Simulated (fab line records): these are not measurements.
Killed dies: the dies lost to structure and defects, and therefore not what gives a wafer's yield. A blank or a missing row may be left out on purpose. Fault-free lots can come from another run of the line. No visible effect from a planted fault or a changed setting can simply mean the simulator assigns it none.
fab line records | flow n5Finfet
record: lots: 12 | wafers: 35 | lastDay: 18
route steps=1938 shown BEOL_M10@1520 BEOL_M11@1536 PASSIVATION@1936
lots untouched by any fault: they come from a run of this same line in which no faults occurred
startH: the number of hours between the record's first day and the start of the first shown wafer of the lot | waitH: hours since the lot's step before | " the same as in the row above | L1.1+2: one row covering several wafers at once | - value missing, or start not given | * or withheld: withheld | < > ~ a bound
route shown NAME@n: a module of which the file shows steps, and the number in the route of the first | usual: average and standard deviation across the fault-free wafers | same: alike in all rows | chamber/n: place in a boat | sites: readings site by site | _std_site: their standard deviation | _edge_site: inner sites' mean taken away from outer sites' mean | radiusMm: how far each site lies from the wafer's centre | mask NAME#n: copy n | behind: the tool/chamber that last shaped the wafer | hold: cause of the lot's hold/its duration in hours/its outcome | device: the transistor (n, p or np) that didn't switch | end of line: tests of these same wafers at the route's end | a step with no rows: only its recipe | killed: count of dies lost to structure and defects at first sort (not the wafer's yield) | map: per-die view of a wafer (x killed, . not killed, _ where there is no die)
set.NAME: the run value of the setting; set.NAME@STEP: its run value at that earlier step | model.NAME: the simulator's own value behind a step, which no gauge read
steps of the route over a sample of lots; a table a step, a row a wafer
services: when a tool's chamber went out of use (startH, in hours from the record's first day, below 0 if earlier), for how many hours, and the reason
== steps ==
step: N5_BEOL_M10_CD_MEAS_35
recipe: targetCdNm: 70 | polarity: opening
usual: cdNm: 69.4/0.91
lot.wafer | tool     | chamber | startH | waitH | cdNm
L624.2    | cdSem-03 | -       | 225.53 | 0.0   | 69.6
L624.3    | "        | -       | "      | "     | 68.9
L624.5    | "        | -       | "      | "     | 69.1
L625.3    | cdSem-01 | -       | 229.01 | 0.0   | 70.4
L625.5    | "        | -       | "      | "     | 70.2
L625.6    | "        | -       | "      | "     | 71.9
L633.4    | cdSem-02 | -       | 258.17 | 0.0   | 69.9
L633.5    | "        | -       | "      | "     | 68.7
L633.6    | "        | -       | "      | "     | 68.8
L634.4    | cdSem-01 | -       | 272.77 | 0.0   | 68.7
L634.5    | "        | -       | "      | "     | 69.6
L634.6    | "        | -       | "      | "     | 68.8
L632.1    | cdSem-03 | -       | 273.36 | 0.0   | 68.5
L632.4    | "        | -       | "      | "     | 67.1
L632.6    | "        | -       | "      | "     | 67.3
L636.2    | cdSem-02 | -       | 287.22 | 0.0   | 70.2
L636.3    | "        | -       | "      | "     | 70.6
L636.6    | "        | -       | "      | "     | 70.0
L637.2    | cdSem-01 | -       | 291.68 | 0.0   | 70.4
L637.4    | "        | -       | "      | "     | 69.4
L637.5    | "        | -       | "      | "     | 70.2
L643.1    | cdSem-03 | -       | 334.18 | 0.0   | 70.7
L643.2    | "        | -       | "      | "     | 69.4
L643.3    | "        | -       | "      | "     | 70.2
L644.2    | cdSem-02 | -       | 336.13 | 0.0   | 67.1
L644.4    | "        | -       | "      | "     | 68.9
L644.5    | "        | -       | "      | "     | 68.2
L642.2    | cdSem-02 | -       | 340.73 | 0.0   | 68.4
L642.4    | "        | -       | "      | "     | 68.5
L642.6    | "        | -       | "      | "     | 68.2
L646.2    | cdSem-03 | -       | 357.53 | 0.0   | 68.6
L646.3    | "        | -       | "      | "     | 69.1
L646.6    | "        | -       | "      | "     | 68.1
L647.2    | cdSem-01 | -       | 367.26 | 0.0   | 70.8
L647.6    | "        | -       | "      | "     | 69.6
step: N5_BEOL_M10_SPUTTER_48
recipe: material: Cu | targetThkA: 120 | tempC: -20 | biasV: 60 | powerW: 26000 | chamberPressurePa: 0.13 | timeS: 2
usual: throttleValvePct: 30.3/1.3
lot.wafer | tool          | chamber | startH | waitH | throttleValvePct
L624.2    | pvdSputter-02 | -       | 226.56 | 0.1   | 28.8
L624.3    | "             | -       | "      | "     | 30.3
L624.5    | "             | -       | "      | "     | 31.6
L625.3    | pvdSputter-02 | -       | 230.70 | 0.1   | 31.5
L625.5    | "             | -       | "      | "     | 28.8
L625.6    | "             | -       | "      | "     | 30.5
L633.4    | pvdSputter-02 | -       | 260.44 | 0.1   | 31.6
L633.5    | "             | -       | "      | "     | 28.8
L633.6    | "             | -       | "      | "     | 30.5
L634.4    | pvdSputter-02 | -       | 275.13 | 0.1   | 28.8
L634.5    | "             | -       | "      | "     | 30.2
L634.6    | "             | -       | "      | "     | 31.4
L632.1    | pvdSputter-03 | -       | 276.22 | 0.2   | 31.9
L632.4    | "             | -       | "      | "     | 29.5
L632.6    | "             | -       | "      | "     | 29.1
L636.2    | pvdSputter-01 | -       | 289.63 | 0.2   | 29.1
L636.3    | "             | -       | "      | "     | 31.1
L636.6    | "             | -       | "      | "     | 29.3
L637.2    | pvdSputter-01 | -       | 295.35 | 0.1   | 30.8
L637.4    | "             | -       | "      | "     | 29.2
L637.5    | "             | -       | "      | "     | 28.7
L643.1    | pvdSputter-03 | -       | 335.25 | 0.1   | 29.9
L643.2    | "             | -       | "      | "     | 33.0
L643.3    | "             | -       | "      | "     | 31.7
L644.2    | pvdSputter-03 | -       | 338.23 | 0.1   | 31.8
L644.4    | "             | -       | "      | "     | 32.0
L644.5    | "             | -       | "      | "     | 29.8
L642.2    | pvdSputter-03 | -       | 341.80 | 0.1   | 29.5
L642.4    | "             | -       | "      | "     | 31.8
L642.6    | "             | -       | "      | "     | 29.8
L646.2    | pvdSputter-02 | -       | 361.09 | 0.1   | 31.3
L646.3    | "             | -       | "      | "     | 30.6
L646.6    | "             | -       | "      | "     | 30.4
L647.2    | pvdSputter-03 | -       | 370.24 | 0.1   | 29.6
L647.6    | "             | -       | "      | "     | 33.1
step: N5_BEOL_M11_ILD_DEP_00
recipe: material: SiCOH_lowk | targetThkA: 3085.1 | tempC: 300 | precursor: DEMS/porogen | pressureTorr: 5 | rfW: 500 | timeS: 58
usual: heaterPowerW: 342/67 | showerheadPlenumPTorr: 5.742/0.019 | susceptorTempC: 300.02/0.22 | throttleValvePct: 13.5/0.96
lot.wafer | tool     | chamber | startH | waitH | heaterPowerW | showerheadPlenumPTorr | susceptorTempC | throttleValvePct
L624.2    | pecvd-01 | 0       | 227.86 | 0.0   | 419          | 5.751                 | 300.26         | 13.4
L624.3    | "        | 2       | "      | "     | 386          | 5.717                 | 300.24         | 13.6
L624.5    | "        | 2       | "      | "     | 388          | 5.752                 | 300.27         | 13.8
L625.3    | pecvd-01 | 0       | 231.89 | 0.0   | 370          | 5.739                 | 299.57         | 13.3
L625.5    | "        | 0       | "      | "     | 392          | 5.739                 | 299.73         | 13.6
L625.6    | "        | 2       | "      | "     | 434          | 5.731                 | 300.43         | 14.0
L633.4    | pecvd-04 | 2       | 261.48 | 0.1   | 393          | 5.737                 | 300.16         | 12.9
L633.5    | "        | 0       | "      | "     | 274          | 5.743                 | 300.01         | 15.9
L633.6    | "        | 1       | "      | "     | 297          | 5.776                 | 299.97         | 12.4
L634.4    | pecvd-04 | 2       | 276.59 | 0.1   | 430          | 5.741                 | 300.00         | 12.8
L634.5    | "        | 0       | "      | "     | 266          | 5.759                 | 300.01         | 16.1
L634.6    | "        | 1       | "      | "     | 267          | 5.793                 | 300.22         | 12.6
L632.1    | pecvd-03 | 2       | 277.79 | 0.0   | 261          | 5.727                 | 300.21         | 12.3
L632.4    | "        | 2       | "      | "     | 270          | 5.742                 | 300.13         | 12.1
L632.6    | "        | 0       | "      | "     | 284          | 5.725                 | 299.99         | 13.8
L636.2    | pecvd-01 | 2       | 290.68 | 0.0   | 440          | 5.721                 | 300.05         | 13.9
L636.3    | "        | 1       | "      | "     | 364          | 5.741                 | 300.02         | 13.8
L636.6    | "        | 0       | "      | "     | 419          | 5.753                 | 299.76         | 13.4
L637.2    | pecvd-01 | 0       | 296.43 | 0.0   | 418          | 5.747                 | 300.31         | 13.6
L637.4    | "        | 1       | "      | "     | 357          | 5.746                 | 299.81         | 13.8
L637.5    | "        | 2       | "      | "     | 434          | 5.732                 | 300.05         | 14.3
L643.1    | pecvd-01 | 1       | 336.42 | 0.0   | 357          | 5.756                 | 296.87         | 13.5
L643.2    | "        | 2       | "      | "     | 433          | 5.737                 | 296.47         | 13.7
L643.3    | "        | 0       | "      | "     | 350          | 5.749                 | 296.41         | 13.4
L644.2    | pecvd-01 | 2       | 339.60 | 0.0   | 421          | 5.724                 | 296.57         | 13.9
L644.4    | "        | 2       | "      | "     | 427          | 5.725                 | 296.82         | 13.4
L644.5    | "        | 0       | "      | "     | 421          | 5.753                 | 296.73         | 13.4
L642.2    | pecvd-01 | 2       | 342.85 | 0.0   | 372          | 5.739                 | 297.01         | 13.9
L642.4    | "        | 2       | "      | "     | 385          | 5.744                 | 296.70         | 13.9
L642.6    | "        | 0       | "      | "     | 395          | 5.751                 | 296.78         | 13.2
L646.2    | pecvd-01 | 2       | 362.30 | 0.0   | 357          | 5.740                 | 296.60         | 13.9
L646.3    | "        | 1       | "      | "     | 344          | 5.747                 | 296.89         | 13.6
L646.6    | "        | 0       | "      | "     | 355          | 5.731                 | 296.72         | 13.7
L647.2    | pecvd-03 | 2       | 371.49 | 0.0   | 222          | 5.729                 | 300.02         | 12.4
L647.6    | "        | 2       | "      | "     | 253          | 5.727                 | 299.94         | 12.2
step: N5_BEOL_M11_HM_DEP_02
recipe: material: TiN | targetThkA: 200 | tempC: 25 | chamberPressurePa: 0.49996
usual: susceptorTempC: 25.01/0.11 | throttleValvePct: 29.9/1.2
lot.wafer | tool          | chamber | startH | waitH | susceptorTempC | throttleValvePct
L624.2    | pvdSputter-01 | -       | 228.89 | 0.4   | 25.17          | 28.6
L624.3    | "             | -       | "      | "     | 24.94          | 29.5
L624.5    | "             | -       | "      | "     | 25.12          | 30.8
L625.3    | pvdSputter-01 | -       | 233.91 | 1.1   | 24.97          | 29.2
L625.5    | "             | -       | "      | "     | 25.15          | 29.1
L625.6    | "             | -       | "      | "     | 25.17          | 29.2
L633.4    | pvdSputter-01 | -       | 262.80 | 0.7   | 24.86          | 31.3
L633.5    | "             | -       | "      | "     | 24.87          | 28.9
L633.6    | "             | -       | "      | "     | 25.20          | 29.3
L634.4    | pvdSputter-01 | -       | 277.27 | 0.0   | 24.90          | 29.2
L634.5    | "             | -       | "      | "     | 25.19          | 28.7
L634.6    | "             | -       | "      | "     | 24.88          | 31.1
L632.1    | pvdSputter-03 | -       | 278.51 | 0.0   | 25.06          | 29.5
L632.4    | "             | -       | "      | "     | 25.08          | 31.6
L632.6    | "             | -       | "      | "     | 25.22          | 31.9
L636.2    | pvdSputter-03 | -       | 294.16 | 2.8   | 24.84          | 29.7
L636.3    | "             | -       | "      | "     | 24.90          | 33.0
L636.6    | "             | -       | "      | "     | 25.05          | 29.8
L637.2    | pvdSputter-01 | -       | 298.39 | 1.3   | 24.96          | 31.0
L637.4    | "             | -       | "      | "     | 24.92          | 29.3
L637.5    | "             | -       | "      | "     | 24.92          | 31.0
L643.1    | pvdSputter-03 | -       | 337.91 | 0.7   | 25.06          | 29.8
L643.2    | "             | -       | "      | "     | 24.94          | 31.7
L643.3    | "             | -       | "      | "     | 25.02          | 33.0
L644.2    | pvdSputter-01 | -       | 340.79 | 0.1   | 25.01          | 29.2
L644.4    | "             | -       | "      | "     | 25.10          | 28.7
L644.5    | "             | -       | "      | "     | 25.05          | 29.1
L642.2    | pvdSputter-01 | -       | 346.22 | 2.7   | 25.03          | 29.4
L642.4    | "             | -       | "      | "     | 24.94          | 28.7
L642.6    | "             | -       | "      | "     | 24.88          | 30.9
L646.2    | pvdSputter-02 | -       | 364.89 | 1.3   | 24.94          | 30.3
L646.3    | "             | -       | "      | "     | 24.97          | 31.4
L646.6    | "             | -       | "      | "     | 25.05          | 30.4
L647.2    | pvdSputter-02 | -       | 376.34 | 4.0   | 24.95          | 31.5
L647.6    | "             | -       | "      | "     | 24.95          | 30.2
step: N5_PASSIVATION_PROBE_49
usual: defectLimitedYield: 91.7/1.4 | killed_at_M0_to_M3: 32/9.7 | killed_at_M4_up: 14/5.5 | killedAtContacts: 13/6.1 | killedAtFrontEnd: 35/10 | killedAtOther: 4.2/2.9 | killedDies: 98/17 | killedOpen: 63/12 | killedShort: 32/7.7 | sort_bin_4_leakage: 0.0/0.33 | sort_bin_5_function: 4.8/0.9 | sort_bin_6_memory: 3.1/0.63 | sort_bin_8_speed: 1/3.3 | sortNPass: 1073/41
same: grossDies: 1180 | killedAtBackSide: 0
lot.wafer | tool      | chamber | startH | waitH | defectLimitedYield[%] | killed_at_M0_to_M3 | killed_at_M4_up | killedAtContacts | killedAtFrontEnd | killedAtOther | killedDies | killedOpen | killedShort | sort_bin_4_leakage[%] | sort_bin_5_function[%] | sort_bin_6_memory[%] | sort_bin_8_speed[%] | sortNPass
L634.4    | prober-02 | -       | 319.86 | 0.2   | 91.5                  | 31                 | 8               | 14               | 43               | 4             | 100        | 68         | 31          | 0                     | 5.1                    | 3.0                  | 0                   | 1080
L634.5    | prober-02 | -       | 319.91 | 0.2   | 90.0                  | 42                 | 9               | 15               | 49               | 3             | 118        | 76         | 38          | 0                     | 5.4                    | 4.0                  | 0                   | 1062
L634.6    | prober-02 | -       | 319.96 | 0.3   | 88.8                  | 40                 | 19              | 19               | 49               | 5             | 132        | 82         | 46          | 0                     | 6.8                    | 3.8                  | 0                   | 1048
L632.1    | prober-02 | -       | 324.11 | 0.0   | 92.0                  | 25                 | 17              | 16               | 36               | 0             | 94         | 66         | 23          | 0                     | 5.2                    | 2.6                  | 0                   | 1086
L632.4    | prober-02 | -       | 324.26 | 0.2   | 92.6                  | 41                 | 13              | 8                | 19               | 6             | 87         | 50         | 34          | 0                     | 5.0                    | 2.1                  | 0                   | 1093
L632.6    | prober-02 | -       | 324.36 | 0.3   | 93.5                  | 34                 | 13              | 10               | 17               | 3             | 77         | 48         | 24          | 0                     | 3.4                    | 3.1                  | 0                   | 1103
L637.2    | prober-02 | -       | 342.10 | 0.1   | 91.1                  | 38                 | 17              | 5                | 36               | 9             | 105        | 68         | 37          | 0                     | 4.6                    | 4.2                  | 0                   | 1075
L637.4    | prober-02 | -       | 342.20 | 0.2   | 91.9                  | 44                 | 21              | 4                | 21               | 6             | 96         | 67         | 29          | 0                     | 4.8                    | 3.3                  | 0                   | 1084
L637.5    | prober-02 | -       | 342.25 | 0.2   | 93.6                  | 27                 | 6               | 8                | 29               | 6             | 76         | 50         | 25          | 0                     | 3.1                    | 3.2                  | 0                   | 1104
L646.6    | prober-01 | -       | 415.02 | 0.3   | 90.0                  | 44                 | 17              | 9                | 47               | 1             | 118        | 74         | 31          | 0                     | 5.8                    | 3.3                  | 0                   | 1062
killed by level:class
L634.4 STI_FIN_REVEAL:geometricParticle:open=15 MOL_CONTACT_COAG:geometricParticle:open=12 BEOL_M1:geometricParticle:open=8 FIN_SAQP:geometricParticle:open=7 BEOL_M2:geometricParticle:open=7 BEOL_M3:geometricParticle:open=5 FIN_SAQP:geometricParticle:short=4 GATE_CUT:geometricParticle:short=4
L634.5 MOL_CONTACT_COAG:geometricParticle:open=14 STI_FIN_REVEAL:geometricParticle:open=10 BEOL_M1:geometricParticle:open=10 BEOL_M2:geometricParticle:open=9 FIN_SAQP:geometricParticle:short=7 DUMMY_GATE:geometricParticle:open=6 BEOL_M4:geometricParticle:open=5 BEOL_M0_SAQP:geometricParticle:open=5
L634.6 MOL_CONTACT_COAG:geometricParticle:open=16 BEOL_M2:geometricParticle:open=12 FIN_SAQP:geometricParticle:open=11 BEOL_M0_SAQP:geometricParticle:short=8 STARTING-WAFER:geometricParticle:short=8 BEOL_M3:geometricParticle:open=7 STI_FIN_REVEAL:geometricParticle:short=5 STI_FIN_REVEAL:geometricParticle:open=5
L632.1 MOL_CONTACT_COAG:geometricParticle:open=15 BEOL_M2:geometricParticle:open=9 STI_FIN_REVEAL:geometricParticle:open=9 FIN_SAQP:geometricParticle:open=6 BEOL_M0_SAQP:geometricParticle:open=6 BEOL_M4:geometricParticle:open=6 FIN_SAQP:geometricParticle:short=5 GATE_CUT:geometricParticle:short=5
L632.4 BEOL_M2:geometricParticle:open=11 BEOL_M0_SAQP:geometricParticle:open=7 BEOL_M0_SAQP:geometricParticle:short=7 MOL_CONTACT_COAG:geometricParticle:open=6 BEOL_M3:geometricParticle:open=6 BEOL_M4:geometricParticle:open=6 BEOL_M3:geometricParticle:short=5 GATE_CUT:geometricParticle:short=4
L632.6 MOL_CONTACT_COAG:geometricParticle:open=8 BEOL_M3:geometricParticle:open=7 BEOL_M1:geometricParticle:open=6 BEOL_M2:geometricParticle:open=6 BEOL_M0_SAQP:geometricParticle:open=5 BEOL_M0_SAQP:geometricParticle:short=5 STARTING-WAFER:geometricParticle:short=5 FIN_SAQP:geometricParticle:short=4
L637.2 BEOL_M0_SAQP:geometricParticle:short=11 BEOL_M1:geometricParticle:open=11 BEOL_M4:geometricParticle:open=10 BEOL_M2:geometricParticle:open=7 FIN_SAQP:geometricParticle:short=5 GATE_CUT:geometricParticle:open=5 BEOL_M0_SAQP:geometricParticle:open=5 STI_FIN_REVEAL:geometricParticle:open=4
L637.4 BEOL_M2:geometricParticle:open=9 BEOL_M4:geometricParticle:open=9 BEOL_M0_SAQP:geometricParticle:short=8 BEOL_M0_SAQP:geometricParticle:open=7 BEOL_M1:geometricParticle:open=6 FIN_SAQP:geometricParticle:open=5 MOL_CONTACT_COAG:geometricParticle:open=4 BEOL_M0:geometricParticle:short=4
L637.5 BEOL_M2:geometricParticle:open=11 FIN_SAQP:geometricParticle:short=7 DUMMY_GATE:geometricParticle:open=6 MOL_CONTACT_COAG:geometricParticle:open=5 BEOL_M0_SAQP:geometricParticle:open=5 BEOL_M2:geometricParticle:short=4 SPACER0:geometricParticle:open=3 ILD0:geometricParticle:open=3
L646.6 BEOL_M3:geometricParticle:open=15 BEOL_M0_SAQP:geometricParticle:short=10 HKMG_FIN:areaEtch=10 BEOL_M0_SAQP:geometricParticle:open=9 MOL_CONTACT_COAG:geometricParticle:open=8 DUMMY_GATE:geometricParticle:open=7 BEOL_M4:geometricParticle:open=7 BEOL_M2:geometricParticle:open=5
== services ==
tool          | chamber | startH | hours | kind
pecvd-01      | 2       | 212.05 | 5.7   | repair
pecvd-04      | 0       | 243.73 | 5.5   | scheduledDown
pecvd-03      | 1       | 260.96 | 144.4 | repair
pecvd-01      | 0       | 265.81 | -     | calibration
pecvd-04      | -       | 280.33 | 0.9   | repair
pecvd-03      | 0       | 318.92 | 2.1   | scheduledDown
pecvd-01      | 2       | 352.34 | 5.5   | scheduledDown
pecvd-04      | 2       | 354.92 | 5.5   | scheduledDown
pvdSputter-01 | -       | 371.96 | 1.0   | repair
== key ==
firstSign: step: N5_BEOL_M11_ILD_DEP_00 | reading: susceptorTempC | direction: down | sigmas: 15 | usual: * | struck: *
effect none on later readings
metAt N5_BEOL_M11_ILD_DEP_00
struckLots L642,L643,L644,L646
baselineLoss: step: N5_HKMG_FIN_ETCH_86 | wafers: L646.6
notActingAt N5_BEOL_M10_CD_MEAS_35,N5_BEOL_M10_SPUTTER_48,N5_BEOL_M11_HM_DEP_02
onsetBetween 296.43 336.42
earlierFault: kind: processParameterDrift | tool: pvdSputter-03 | chamber: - | onsetH: 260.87 | steps: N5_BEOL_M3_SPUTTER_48 | channel: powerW | offset: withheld | shape: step | actsIn: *
earlierFault: kind: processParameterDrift | tool: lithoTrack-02 | chamber: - | onsetH: 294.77 | steps: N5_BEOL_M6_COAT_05 | channel: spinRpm | offset: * | shape: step | actsIn: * | stated: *
fault: kind: processParameterDrift | tool: pecvd-01 | chamber: - | onsetH: 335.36 | steps: N5_BEOL_M11_ILD_DEP_00 | channel: tempC | offset: * | shape: step | actsIn: * | stated: *
baselineLoss: these wafers lose ten dies or more at that step, a loss of the line's own and not of a fault; the sort's usual values leave them out
